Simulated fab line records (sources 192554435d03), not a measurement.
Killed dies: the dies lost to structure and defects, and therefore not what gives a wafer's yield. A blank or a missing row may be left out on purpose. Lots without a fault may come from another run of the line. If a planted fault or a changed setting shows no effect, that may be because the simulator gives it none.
A lot that was struck, set against a sound lot -- flow n5-finfet -- 36 steps out of a route of 1938
Sound: the wafers L451.1, L451.4, L451.5. The struck wafers were L452.3, L452.4, L452.5. The cause is named last.
At each step with rows: each side's tool, then ch and its chambers, then its first start. Under that, the readings that differ: sound wafers -- struck wafers -- difference of the means -- sigmas: that difference in standard deviations of wafers without a fault.
alike: same words and numbers on both sides, and readings whose means sit less than 2 such deviations apart. not compared: any withheld reading, any reading some wafer has no value for, any bound like >300 that may hide the same value, and any number with overlapping values for which the record gives no deviation.
The two part at a step that has a row with sigmas, a row that says differs or no value, or rows on one side only. Numbers that don't overlap but have no deviation are shown without sigmas and don't part them. Lack of a reading on every wafer of one side parts them only where that side has two or more wafers.

first, 11 steps without rows for these wafers: N5_BEOL_M0_CUTY_STRIP_64 (strips in N2/H2); N5_BEOL_M0_ETCH_138 (etches SiCN in CH3F/O2, target depth 12 nm, time 31.6 s); N5_BEOL_M0_HM_OPEN_105 (chemistry Cl2/BCl3, target TiN, target depth 12 nm); N5_BEOL_M0_STRIP_140 (strips in CF4); N5_BEOL_M0_STRIP_104 (strips in N2/H2); N5_BEOL_M0_WET_ETCH_106 (etches SiO2 in DHF, target depth 130 nm, rinse time 30 s); N5_BEOL_M0_ETCH_128 (etches SiCN in CF4/N2, target depth 12 nm, overetch 5.1 nm, time 21.4 s); N5_BEOL_M0_TRENCH_ETCH_107 (etches SiOC in C4F6/O2, target depth 32.8 nm, time 16.4 s); N5_BEOL_M0_STRIP_142 (strips in N2/H2, time 10 s); N5_BEOL_M0_HM_STRIP_129 (strips TiN in peroxide tin strip, target depth 17 nm, time 108 s); N5_BEOL_M0_SRD_130 (time 30 s).
N5_BEOL_M0_ETCH_109: etches SiCN in CH3F/O2, target depth 8 nm, overetch 2.4 nm, time 27.4 s.
  sound on rie-diel-01 ch 2,3, day 10 05:20; struck on rie-diel-01 ch 1,2,3, day 10 00:07
  no value came back on the struck wafers for any of 7 readings (CH3F_flow_sccm (sccm), O2_flow_sccm (sccm) and others); on the sound wafers CH3F_flow_sccm (sccm) reads 29.98 29.98 30.11
reading,sound,struck,difference,sigmas
model.SiOC_of_BEOL_M0_SAQP_ILD_DEP_01.thk-nm (nm),42.4 43.2 43.8,45.4 46.2 46.6,+2.9,
  not compared: rf-hours-counter-h
then, 16 steps without rows for these wafers: N5_BEOL_M0_STRIP_139 (strips in post etch residue remover, time 60 s); N5_BEOL_M0_SRD_111 (time 30 s); N5_BEOL_M0_DEGAS_112 (time 60 s); N5_BEOL_M0_PRE_CLEAN_113 (time 30 s); N5_BEOL_M0_ALD_136 (deposits TaN, pulse time 2 s, purge time 3 s, co reactant purge time 2 s); N5_BEOL_M0_SURFACE_TREAT_137; N5_BEOL_M0_CVD_115 (deposits Co from CCTBA/H2, time 120 s); N5_BEOL_M0_SPUTTER_116 (material Cu, target thk 4 nm, time 7.37 s); N5_BEOL_M0_ANNEAL_117 (time 60 s); N5_BEOL_M0_SPUTTER_132 (material Cu, target thk 4 nm, time 7.37 s); N5_BEOL_M0_ANNEAL_133 (time 60 s); N5_BEOL_M0_SPUTTER_134 (material Cu, target thk 4 nm, time 7.37 s); N5_BEOL_M0_ANNEAL_135 (time 60 s); N5_BEOL_M0_SPUTTER_141 (material Cu, target thk 4 nm, time 7.37 s); N5_BEOL_M0_ECD_118 (material Cu, target thk 300 nm); N5_BEOL_M0_ANNEAL_119 (time 90 s).
N5_BEOL_M0_CMP_120: polishes, stops on SiOC, t overpolish 6.9 s.
  sound on cmp-02 ch 0,1,2, day 10 07:50; struck on cmp-04 ch 2,3, day 10 05:40
reading,sound,struck,difference,sigmas
model.SiOC_of_BEOL_M0_SAQP_ILD_DEP_01.thk-nm (nm),39.4 40 40.6,42.4 43 43.4,+2.9,
  alike: motor-current-A, platen-rpm
then, 4 steps without rows for these wafers: N5_BEOL_M0_PRE_CLEAN_131 (time 15 s); N5_BEOL_M0_CO_CAP_123 (material Co, precursor CCTBA/H2, target thk 2 nm, time 102.1 s); N5_BEOL_M0_PRE_CLEAN_124 (time 15 s); N5_BEOL_M0_DEP_125 (deposits SiCN from 3MS/NH3, target thk 8 nm, time 14 s).
N5_BEOL_M0_RS_MEAS_126: the measuring method here is four-point-probe.
  struck on film-metro-01, day 10 06:14; sound on film-metro-02, day 10 08:22
reading,sound,struck,difference,sigmas
M0_RS (ohm/sq),0.534 0.525 0.516,0.588 0.577 0.563,+0.051,+3
N5_BEOL_M4_RC_MEAS_101:
  the record has rows for the sound wafers here (prober-01 ch 0, day 12 15:15) and none for the struck ones
-- the record jumps here: 6 days lie between the struck wafers' starts before and after (it left off in module BEOL_M4 and takes up again in module PASSIVATION, whose first step shown is number 1936 of the route) --
N5_PASSIVATION_PROBE_49:
  rows exist in the record for the struck wafers here (prober-02, day 16 10:23), but not for the sound ones

## WHERE THEY PART
First at N5_BEOL_M0_ETCH_109; last, within this record, at N5_PASSIVATION_PROBE_49.

WHY: what had been put in by the simulator
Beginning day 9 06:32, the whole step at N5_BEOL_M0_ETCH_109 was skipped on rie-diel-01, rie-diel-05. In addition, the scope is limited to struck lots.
